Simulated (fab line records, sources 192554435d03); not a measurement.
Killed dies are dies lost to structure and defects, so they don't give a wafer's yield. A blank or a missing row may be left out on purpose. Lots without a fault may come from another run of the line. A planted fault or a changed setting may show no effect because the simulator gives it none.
fab line records | flow n5_finfet
record lots=6 wafers=18 last_day=19
route steps=1938 shown GATE_CUT@499 BEOL_M4@1111 PASSIVATION@1936
lots that met no fault: from a run of the same line without faults
start_h: hours from the record's first day to the start of the lot's first wafer shown | wait_h: hours since the lot's step before | " the same as in the row above | L1.1+2: a row that stands for several wafers | - no value, or no start given | * or withheld: withheld | < > ~ a bound
route shown NAME@n: a module of which the file shows steps, and the number in the route of the first | usual: mean/standard deviation of fault-free wafers | same: alike in all rows | chamber/n: place in a boat | sites: the reading at each site | _std_site: their standard deviation | _edge_site: outer sites' mean less inner sites' | radius_mm: how far each site lies from the wafer's centre | mask NAME#n: copy n | behind: the tool/chamber that last shaped the wafer | hold: why the lot was held/for how many hours/how that ended | device: the transistor (n, p or np) that didn't switch | end of line: the same wafers' tests at the end of the route | a step without rows: its recipe alone | killed: dies lost to structure and defects at the first sort, not the wafer's yield | map: a wafer's dies, x killed, . not, _ none there
set.NAME: the setting as run; set.NAME@STEP: as run at that earlier step | model.NAME: the simulator's own value behind a step, which no gauge read
lots at some steps of the route; a table a step, a row a wafer
services: from which hour (start_h, from the record's first day; less than 0 if before it) a tool's chamber was out of use, for how many hours, and why
## steps
# step N5_GATE_CUT_ETCH_19
# recipe chemistry=CH3F/O2 target=SiNx mask_material=SiO2 target_depth_a=537 time_s=76.7 pressure_mtorr=30 source_w=395 bias_w=73 Ar_flow_sccm=150 CH3F_flow_sccm=30 O2_flow_sccm=20 ion_energy_ev=120 ends=cleared
# step N5_GATE_CUT_CUT_ETCH_53
# recipe chemistry=SF6/Cl2 target=W mask_material=SiO2 target_depth_a=792 pressure_mtorr=8 icp_w=900 bias_w=80 SF6_flow_sccm=40 Cl2_flow_sccm=60 ends=cleared
# step N5_GATE_CUT_CUT_ETCH_54
# recipe chemistry=Cl2/BCl3 target=TiN mask_material=SiO2 target_depth_a=967 pressure_mtorr=10 icp_w=1000 bias_w=126 Cl2_flow_sccm=53.25 bcl3_flow_sccm=21.75 Ar_flow_sccm=25 ends=cleared
# usual drypump_motor_current_A=5.9/0.3 etch_rf_on_time_s=36.6/0.7 oes_product_au=0.71/0.067 throttle_valve_pct=22.32/0.26
# columns lot.wafer tool chamber start_h wait_h drypump_motor_current_A etch_rf_on_time_s oes_product_au rf_hours_counter_h throttle_valve_pct
L936.1 rie_metal-01 0 106.87 0.0 5.9 37.2 0.70 35 22.13
L936.4 " 1 " " 6.1 36.0 0.71 - 22.68
L936.5 " 1 " " 6.1 36.0 0.71 - 22.68
L938.1 rie_metal-02 1 122.75 0.0 5.0 37.9 0.79 8 21.84
L938.3 " 0 " " 5.9 36.2 0.79 - 22.33
L938.6 " 0 " " 5.9 36.5 0.78 - 22.36
L948.1 rie_metal-01 0 182.66 0.0 5.9 37.1 0.69 42 22.13
L948.3 " 1 " " 6.1 35.8 0.69 - 22.71
L948.5 " 0 " " 5.9 37.3 0.69 - 22.14
L949.1 rie_metal-03 1 185.78 0.0 6.0 36.4 0.56 113 22.34
L949.3 " 1 " " 6.0 36.5 0.57 - 22.35
L949.4 " 0 " " 6.3 35.5 0.77 - 22.21
L951.1 rie_metal-01 1 202.73 0.0 6.0 35.3 0.70 41 22.69
L951.3 " 0 " " 5.9 37.0 0.69 - 22.13
L951.5 " 1 " " 6.0 35.4 0.70 - 22.72
L954.1 rie_metal-01 0 219.00 0.0 6.0 37.1 0.69 44 22.13
L954.3 " 0 " " 5.9 37.4 0.69 - 22.14
L954.4 " 1 " " 6.0 36.1 0.68 - 22.72
# step N5_GATE_CUT_CUT_ETCH_55
# recipe chemistry=BCl3 target=HfO2 mask_material=SiO2 target_depth_a=32 ion_energy_ev=30 pressure_mtorr=5 icp_w=450 bias_w=18 bcl3_flow_sccm=80
# step N5_GATE_CUT_ETCH_47
# recipe chemistry=Cl2/BCl3 target=SiO2 target_depth_a=100 pressure_mtorr=10 icp_w=1000 bias_w=126 Cl2_flow_sccm=53.25 bcl3_flow_sccm=21.75 Ar_flow_sccm=25
# usual drypump_motor_current_A=5.9/0.3 oes_product_au=0.78/0.074 throttle_valve_pct=22.86/0.27
# columns lot.wafer tool chamber start_h wait_h drypump_motor_current_A oes_product_au rf_hours_counter_h throttle_valve_pct
L936.1 rie_metal-01 0 106.96 0.0 5.9 0.78 35 22.66
L936.4 " 1 " " 6.0 0.77 - 23.23
L936.5 " 1 " " 6.0 0.78 - 23.24
L938.1 rie_metal-02 1 122.84 0.0 5.0 0.88 8 22.35
L938.3 " 0 " " 5.9 0.87 - 22.90
L938.6 " 0 " " 5.9 0.87 - 22.89
L948.1 rie_metal-01 0 182.75 0.0 5.9 0.77 42 22.67
L948.3 " 1 " " 6.0 0.75 - 23.26
L948.5 " 0 " " 5.9 0.77 - 22.66
L949.1 rie_metal-03 1 185.87 0.0 6.0 0.63 113 22.87
L949.3 " 1 " " 6.0 0.63 - 22.86
L949.4 " 0 " " 6.3 0.84 - 22.77
L951.1 rie_metal-01 1 202.82 0.0 6.0 0.76 41 23.26
L951.3 " 0 " " 5.9 0.76 - 22.67
L951.5 " 1 " " 6.1 0.75 - 23.26
L954.1 rie_metal-01 0 219.09 0.0 5.8 0.77 44 22.67
L954.3 " 0 " " 5.8 0.77 - 22.66
L954.4 " 1 " " 6.0 0.75 - 23.26
# step N5_GATE_CUT_VAPOR_ETCH_48
# recipe chemistry=BCl3/Cl2 target=TiN mode=isotropic
# step N5_GATE_CUT_VAPOR_ETCH_49
# recipe chemistry=BCl3/Cl2 target=TiAlC mode=isotropic
# usual drypump_motor_current_A=5.9/0.3 oes_product_au=0.78/0.072
# columns lot.wafer tool chamber start_h wait_h drypump_motor_current_A oes_product_au
L936.1 rie_metal-01 0 107.02 0.0 6.0 0.79
L936.4 " 1 " " 6.0 0.78
L936.5 " 1 " " 6.0 0.78
L938.1 rie_metal-02 1 122.90 0.0 5.0 0.88
L938.3 " 0 " " 5.9 0.86
L938.6 " 0 " " 5.9 0.87
L948.1 rie_metal-01 0 182.81 0.0 5.9 0.77
L948.3 " 1 " " 6.0 0.76
L948.5 " 0 " " 5.9 0.77
L949.1 rie_metal-03 1 185.93 0.0 6.0 0.63
L949.3 " 1 " " 6.0 0.63
L949.4 " 0 " " 6.3 0.84
L951.1 rie_metal-01 1 202.88 0.0 6.0 0.76
L951.3 " 0 " " 5.9 0.76
L951.5 " 1 " " 6.1 0.75
L954.1 rie_metal-01 0 219.15 0.0 5.9 0.76
L954.3 " 0 " " 5.9 0.76
L954.4 " 1 " " 6.0 0.75
# step N5_GATE_CUT_VAPOR_ETCH_51
# recipe chemistry=BCl3/Cl2 target=HfO2 mode=isotropic
# usual drypump_motor_current_A=5.9/0.3 oes_product_au=0.78/0.072
# columns lot.wafer tool chamber start_h wait_h drypump_motor_current_A oes_product_au
L936.1 rie_metal-01 0 107.05 0.0 5.9 0.79
L936.4 " 1 " " 6.1 0.77
L936.5 " 1 " " 6.1 0.77
L938.1 rie_metal-02 1 122.93 0.0 5.0 0.88
L938.3 " 0 " " 5.9 0.86
L938.6 " 0 " " 5.9 0.86
L948.1 rie_metal-01 0 182.84 0.0 5.9 0.77
L948.3 " 1 " " 6.1 0.77
L948.5 " 0 " " 5.9 0.77
L949.1 rie_metal-03 1 185.96 0.0 6.0 0.63
L949.3 " 1 " " 6.0 0.63
L949.4 " 0 " " 6.2 0.83
L951.1 rie_metal-01 1 202.91 0.0 6.0 0.76
L951.3 " 0 " " 5.9 0.77
L951.5 " 1 " " 6.0 0.76
L954.1 rie_metal-01 0 219.18 0.0 6.0 0.75
L954.3 " 0 " " 5.9 0.77
L954.4 " 1 " " 6.0 0.76
# step N5_GATE_CUT_STRIP_21
# recipe chemistry=N2/H2 time_s=30 power_w=1000 temp_c=250 pressure_mtorr=withheld n2_flow_sccm=1750 h2_flow_sccm=3250
# usual drypump_motor_current_A=5.9/0.32 heater_power_w=329/33
# same time_s=30
# columns lot.wafer tool chamber start_h wait_h drypump_motor_current_A heater_power_w rf_hours_counter_h
L936.1 plasma_asher-01 1 107.10 0.0 6.4 360 92
L936.4 " 1 " " 6.3 361 -
L936.5 " 1 " " 6.3 366 -
L938.1 plasma_asher-01 0 122.98 0.0 6.1 336 95
L938.3 " 0 " " 6.1 340 -
L938.6 " 0 " " 6.1 342 -
L948.1 plasma_asher-01 0 182.89 0.0 6.1 343 107
L948.3 " 1 " " 6.3 355 -
L948.5 " 0 " " 6.1 341 -
L949.1 plasma_asher-02 1 186.01 0.0 5.5 335 60
L949.3 " 1 " " 5.5 335 -
L949.4 " 0 " " 5.7 278 -
L951.1 plasma_asher-01 1 202.96 0.0 6.4 364 111
L951.3 " 0 " " 6.1 337 -
L951.5 " 0 " " 6.1 350 -
L954.1 plasma_asher-01 1 219.23 0.0 6.3 361 115
L954.3 " 1 " " 6.4 365 -
L954.4 " 0 " " 6.2 338 -
# step N5_GATE_CUT_STRIP_29
# recipe chemistry=post_etch_residue_remover time_s=60 temp_c=25 remover_ph=withheld remover_water_wt_pct=withheld remover_fluoride_wt_pct=withheld
# step N5_GATE_CUT_SRD_52
# recipe dry=ipa_marangoni time_s=30 temp_c=23 rinse_liquid=diw
# step N5_GATE_CUT_ALD_22
# recipe material=SiNx target_thk_a=160 temp_c=400 ald_precursor_family=SiH2I2 ald_co_reactant=N2/H2-plasma pulse_time_s=1 ald_cycles=320 purge_time_s=2 co_reactant_purge_time_s=2 pressure_torr=2
# step N5_GATE_CUT_CMP_23
# recipe stop_on=SiO2 t_overpolish_s=23.4 post_cmp_clean=alkaline_brush down_force_psi=2.5 platen_rpm=51.8 pad_velocity_m_s=1.0307 target_thk_nm=16
# usual edge_zone_pressure_frac=1.000/0.0054 motor_current_A=9.1/0.54 overpolish_run_s=23.401/0.0083 platen_rpm=51.80/0.036 slurry_filter_dp_kPa=13.49/0.13 time_to_endpoint_s=21/3.1
# columns lot.wafer tool chamber start_h wait_h edge_zone_pressure_frac motor_current_A overpolish_run_s platen_rpm slurry_filter_dp_kPa time_to_endpoint_s
L936.1 cmp-04 0 109.28 0.8 0.999 8.6 23.393 51.79 13.38 15
L936.4 " 1 " " 1.005 9.3 23.410 51.79 13.40 20
L936.5 " 1 " " 0.999 9.6 23.393 51.84 13.48 21
L938.3 cmp-03 0 124.63 0.8 1.005 8.1 23.403 51.78 13.47 25
L938.1 " 3 " " 0.995 9.7 23.424 51.78 13.41 20
L938.6 " 1 " " 0.997 9.9 23.404 51.78 13.58 19
L948.3 cmp-04 1 185.07 0.9 1.004 9.7 23.411 53.86 13.60 26
L948.1 " 2 " " 1.000 8.3 23.400 51.80 13.37 26
L948.5 " 1 " " 1.004 9.1 23.411 53.85 13.28 26
L949.4 cmp-04 2 188.02 0.8 1.002 8.5 23.379 51.81 13.35 21
L949.3 " 0 " " 1.002 8.0 23.400 51.81 13.28 17
L949.1 " 1 " " 0.992 9.0 23.402 53.87 13.39 23
L951.1 cmp-03 1 204.63 0.8 0.996 9.9 23.403 51.82 13.51 17
L951.3 " 3 " " 1.007 9.1 23.405 51.80 13.70 19
L951.5 " 2 " " 1.000 8.9 23.414 51.79 13.42 19
L954.1 cmp-01 2 220.88 0.8 1.001 9.3 23.403 51.79 13.55 20
L954.4 " 0 " " 1.000 9.6 23.399 51.80 13.38 20
L954.3 " 1 " " 0.997 9.2 23.394 51.82 13.45 21
# step N5_GATE_CUT_THK_MEAS_24
# recipe reads=SiO2_of_GATE_CUT_HM_DEP_46+SiO2_flowable_of_ILD0_FCVD_FILL_01
# usual GC_FILL_THK=218.9/2.4
# columns lot.wafer tool chamber start_h wait_h GC_FILL_THK[nm]
L936.1 film_metro-01 - 109.57 - 216.7
L936.4 " - " " 218.8
L936.5 " - " " 220.4
L938.1 film_metro-02 - 124.92 - 213.9
L938.3 " - " " 219.5
L938.6 " - " " 222.1
L948.1 film_metro-01 - 185.32 - 218.5
L948.3 " - " " 219.7
L948.5 " - " " 217.7
L949.1 film_metro-02 - 188.31 - 218.9
L949.3 " - " " 218.6
L949.4 " - " " 219.0
L951.1 film_metro-01 - 204.92 - 217.5
L951.3 " - " " 220.2
L951.5 " - " " 221.1
L954.1 film_metro-01 - 221.17 - 215.7
L954.3 " - " " 219.2
L954.4 " - " " 221.5
# step N5_BEOL_M4_RC_MEAS_101
# usual DIBL_N=36.0/1.7 DIBL_P=36.2/1.9 IOFF_N=0.154/0.028 IOFF_P=0.21/0.036 ION_N=675/11 ION_P=463/8.3 SS_N=71.4/0.63 SS_P=73.2/0.55 VT_N=250.2/3 VT_P=-251/3.7
# columns lot.wafer tool chamber start_h wait_h DIBL_N[mV/V] DIBL_P[mV/V] IOFF_N[nA/um] IOFF_P[nA/um] ION_N[uA/um] ION_P[uA/um] SS_N[mV/dec] SS_P[mV/dec] VT_N[mV] VT_P[mV]
L936.1 prober-02 0 239.53 0.0 34.3 34.7 0.126 0.17 675 459 70.9 72.1 249.3 -251
L936.4 " 0 " " 35.3 36.5 0.142 0.19 677 465 71.6 72.9 251.4 -249
L936.5 " 0 " " 37.2 37.9 0.172 0.22 687 475 71.5 73.1 247.1 -249
L938.1 prober-02 0 264.69 0.0 35.4 36.1 0.153 0.20 687 470 71.2 72.3 248.5 -250
L938.3 " 0 " " 34.7 35.4 0.131 0.18 674 461 71.7 72.9 253.1 -253
L938.6 " 0 " " 34.9 34.5 0.126 0.17 667 452 71.0 72.5 253.9 -257
L948.1 prober-01 0 315.85 0.0 35.0 34.9 0.141 0.18 681 463 70.7 73.4 251.4 -255
L948.3 " 0 " " 33.4 31.6 0.113 0.13 654 447 70.8 72.5 255.1 -259
L948.5 " 0 " " 34.1 33.8 0.128 0.16 668 450 71.2 73.2 254.9 -257
L949.1 prober-01 0 330.18 0.0 33.6 34.5 0.131 0.17 675 460 71.1 73.3 252.0 -254
L949.3 " 0 " " 30.1 29.5 0.082 0.12 643 444 70.7 71.4 257.1 -259
L949.4 " 0 " " 31.6 31.8 0.101 0.14 658 450 70.3 72.9 255.4 -259
L951.1 prober-01 0 339.84 0.0 37.6 37.2 0.167 0.23 667 467 71.5 73.9 250.3 -249
L951.3 " 0 " " 35.0 34.2 0.129 0.19 669 456 70.8 72.8 252.8 -248
L951.5 " 0 " " 35.9 36.0 0.144 0.21 660 460 71.6 73.5 253.2 -248
L954.1 prober-01 0 344.15 0.0 37.2 37.7 0.191 0.28 681 471 71.9 73.7 248.2 -247
L954.3 " 0 " " 38.5 38.3 0.218 0.29 704 482 72.1 74.1 243.7 -244
L954.4 " 0 " " 39.2 38.9 0.211 0.30 682 473 72.8 72.8 246.9 -244
# step N5_PASSIVATION_PROBE_49
# usual defect_limited_yield=90.9/1.4 killed_at_M0_to_M3=38/11 killed_at_M4_up=13/5.9 killed_at_contacts=14/6.4 killed_at_front_end=38/11 killed_at_other=3.3/2.5 killed_dies=107/16 killed_open=70/12 killed_short=35/7.7 sort_bin_5_function=5.3/0.94 sort_bin_6_memory=3.5/0.7 sort_n_pass=1073/16 sort_yield_pct=90.9/1.4
# same gross_dies=1180 killed_at_back_side=0 sort_bin_4_leakage[%]=0 sort_bin_8_speed[%]=0
# columns lot.wafer tool chamber start_h wait_h defect_limited_yield[%] killed_at_M0_to_M3 killed_at_M4_up killed_at_contacts killed_at_front_end killed_at_other killed_dies killed_open killed_short sort_bin_5_function[%] sort_bin_6_memory[%] sort_n_pass sort_yield_pct[%]
L938.1 prober-02 - 371.76 0.0 89.7 47 13 19 40 2 121 72 48 5.9 3.8 1059 89.7
L938.3 prober-02 - 371.86 0.1 90.4 37 13 14 44 5 113 82 30 6.4 2.9 1067 90.4
L938.6 prober-02 - 372.01 0.3 90.0 38 13 17 40 10 118 77 38 6.0 3.9 1062 90.0
L948.1 prober-02 - 424.41 0.0 89.6 48 14 16 43 2 123 88 34 6.3 3.8 1057 89.6
L948.3 prober-02 - 424.51 0.1 87.5 71 18 35 22 1 147 104 43 7.5 4.4 1033 87.5
L948.5 prober-02 - 424.61 0.2 90.9 42 17 20 28 0 107 67 36 6.1 2.7 1073 90.9
# killed by level:class
L938.1 MOL_CONTACT_COAG:geometric_particle:open=18 BEOL_M3:geometric_particle:open=15 FIN_SAQP:geometric_particle:short=10 BEOL_M0_SAQP:geometric_particle:short=10 BEOL_M0_SAQP:geometric_particle:open=9 GATE_CUT:geometric_particle:short=8 BEOL_M4:geometric_particle:open=7 STI_FIN_REVEAL:geometric_particle:open=5
L938.3 BEOL_M3:geometric_particle:open=13 FIN_SAQP:geometric_particle:short=11 MOL_CONTACT_COAG:geometric_particle:open=11 FIN_SAQP:geometric_particle:open=9 BEOL_M2:geometric_particle:open=9 BEOL_M1:geometric_particle:open=8 STI_FIN_REVEAL:geometric_particle:open=5 DUMMY_GATE:geometric_particle:open=4
L938.6 MOL_CONTACT_COAG:geometric_particle:open=16 BEOL_M3:geometric_particle:open=14 GATE_CUT:geometric_particle:short=10 FIN_SAQP:geometric_particle:open=9 BEOL_M0_SAQP:geometric_particle:short=9 FIN_SAQP:geometric_particle:short=6 BEOL_M2:geometric_particle:open=5 GATE_CUT:geometric_particle:open=4
L948.1 FIN_SAQP:geometric_particle:open=17 MOL_CONTACT_COAG:geometric_particle:open=13 BEOL_M3:geometric_particle:open=12 BEOL_M0_SAQP:geometric_particle:open=12 BEOL_M0_SAQP:geometric_particle:short=10 STI_FIN_REVEAL:geometric_particle:open=7 FIN_SAQP:geometric_particle:short=6 BEOL_M1:geometric_particle:open=6
L948.3 MOL_CONTACT_COAG:geometric_particle:open=28 BEOL_M3:geometric_particle:open=25 BEOL_M0_SAQP:geometric_particle:open=14 STI_FIN_REVEAL:geometric_particle:open=9 BEOL_M0_SAQP:geometric_particle:short=8 MOL_CONTACT_COAG:geometric_particle:short=7 BEOL_M2:geometric_particle:open=7 BEOL_M1:geometric_particle:open=5
L948.5 MOL_CONTACT_COAG:geometric_particle:open=18 BEOL_M1:geometric_particle:open=9 BEOL_M3:geometric_particle:open=7 BEOL_M3:geometric_particle:short=6 BEOL_M0_SAQP:geometric_particle:short=5 BEOL_M0_SAQP:geometric_particle:open=5 FIN_SAQP:geometric_particle:short=4 DUMMY_GATE:geometric_particle:open=4
## services
# columns tool chamber start_h hours kind
rie_metal-03 - 83.56 1.7 repair
cmp-03 - 91.82 0.2 repair
rie_metal-03 - 99.25 2.8 pm
cmp-01 - 117.61 0.3 repair
cmp-01 - 124.10 1.0 repair
cmp-04 - 134.18 0.7 repair
cmp-01 - 141.71 3.6 repair
cmp-03 - 181.07 4.2 pm
cmp-03 - 187.94 1.7 repair
cmp-04 - 200.39 4.0 pm
cmp-04 - 204.39 - consumable_replace:conditioner
cmp-04 - 204.39 - consumable_replace:pad
cmp-03 - 220.37 0.8 repair
## key
first_sign step=N5_GATE_CUT_CMP_23 reading=platen_rpm direction=up sigmas=57 usual=51.80 struck=53.86
effect none on later readings
met_at N5_GATE_CUT_CMP_23
struck_wafers L948.3,L948.5,L949.1
onset_between 109.28 185.07
fault kind=process_parameter_drift tool=cmp-04 chamber=1 onset_h=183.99 steps=N5_GATE_CUT_CMP_23 channel=platen_rpm offset=2.072 shape=step end_h=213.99 acts_in=these_recipes_only stated=51.8
